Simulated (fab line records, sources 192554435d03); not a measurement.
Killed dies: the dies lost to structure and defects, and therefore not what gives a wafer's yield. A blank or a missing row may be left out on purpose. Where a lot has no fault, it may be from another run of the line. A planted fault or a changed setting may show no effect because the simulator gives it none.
Split-lot experiment	flow n5-finfet	21 wafers read from 7 lots, route of 1938 steps

ABOUT THE SPLIT
At N5_BEOL_M8_COAT_22 (resist thk 30 nm), the setting spin-rpm was moved away from the recipe's 1500 rpm on 6 of the 21 wafers read, by -10.1% to +9.0%. For the rest of the wafers, this setting stayed at what the recipe calls for.

FROM THE SPLIT TO THE READING: what the file shows between them, 4 steps
- N5_BEOL_M8_EBR_24
- N5_BEOL_M8_SOFTBAKE_23: time 60 s
- N5_BEOL_M8_EXPOSE_25: exposes mask V7, target cd 40 nm
- N5_BEOL_M8_PEB_26: peb time 60 s

THE READING
CAR-EUV_of_BEOL_M8_COAT_22.thk-nm (the simulator's own value, which no gauge read), in nm, at N5_BEOL_M8_DEVELOP_27 (develop time 30 s). No usual value for it is given in the file. Here, 15 wafers ran the recipe; their average is 29.5 nm with a standard deviation of 0.14 nm.

wafer	tool, chamber at the split	spin-rpm as run, rpm	against the recipe	CAR-EUV_of_BEOL_M8_COAT_22.thk-nm, nm	against lot-mates on the recipe
L074.1	litho-track-05, 0	1500	recipe	29.4	-
L074.5	litho-track-05, 0	1500	recipe	29.4	-
L074.6	litho-track-05, 0	1500	recipe	29.4	-
L075.3	litho-track-05, 0	1500	recipe	29.6	-
L075.4	litho-track-05, 0	1500	recipe	29.6	-
L075.5	litho-track-05, 0	1446	-3.6%	30.2	+0.6
L080.1	litho-track-01, 0	1363	-9.1%	31	+1.5
L080.2	litho-track-01, 0	1500	recipe	29.4	-
L080.3	litho-track-01, 0	1500	recipe	29.6	-
L084.2	litho-track-02, 0	1500	recipe	29.4	-
L084.3	litho-track-02, 0	1500	recipe	29.4	-
L084.5	litho-track-02, 0	1500	recipe	29.4	-
L089.2	litho-track-01, 0	1363	-9.1%	31	+1.2
L089.5	litho-track-01, 0	1363	-9.1%	31.2	+1.4
L089.6	litho-track-01, 0	1500	recipe	29.8	-
L091.4	litho-track-01, 0	1500	recipe	29.6	-
L091.5	litho-track-01, 0	1500	recipe	29.8	-
L091.6	litho-track-01, 0	1635	+9.0%	28.4	-1.3
L095.3	litho-track-02, 0	1500	recipe	29.6	-
L095.4	litho-track-02, 0	1500	recipe	29.6	-
L095.5	litho-track-02, 0	1349	-10.1%	31.2	+1.6

THE FIT
A straight line over all 21 wafers: CAR-EUV_of_BEOL_M8_COAT_22.thk-nm changes by -0.158 nm for each +1% of spin-rpm; r = -0.98; the points scatter about the line by 0.15 nm.
The same after taking each lot's own level away (the mean of its wafers on the recipe; 21 wafers): -0.151 nm for each +1%; r = -0.99; scatter 0.072 nm.
Per that fit: largest spin-rpm move, reading shift of 1.5 nm.
The span of the lots' own levels, 29.40 to 29.80 nm, comes to 2.9 times the standard deviation stated above.
The two slopes are in agreement: the lot-to-lot level therefore moves the slope only a little.
Check: +1.5 nm against its lot-mates is what the line predicts for one of the wafers moved furthest among these (-10.1%) when that wafer is left out of the fit. Against them it came out at +1.6 nm.

THE WHOLE CHAIN: every reading that the file lists as answering this split, in the file's order
step	what it does	reading	change (the file's fit)	r (the file's)
N5_BEOL_M8_COAT_22	resist thk 30 nm	CAR-EUV_of_BEOL_M8_COAT_22.thk-nm (the simulator's own value, which no gauge read)	-0.164 nm for each +1% of the setting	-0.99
N5_BEOL_M8_DEVELOP_27	develop time 30 s	CAR-EUV_of_BEOL_M8_COAT_22.thk-nm (the simulator's own value, which no gauge read)	-0.153 nm for each +1% of the setting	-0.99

FILE'S OWN FIT
CAR-EUV_of_BEOL_M8_COAT_22.thk-nm changes by -0.153 nm for each +1% of spin-rpm, r = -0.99.
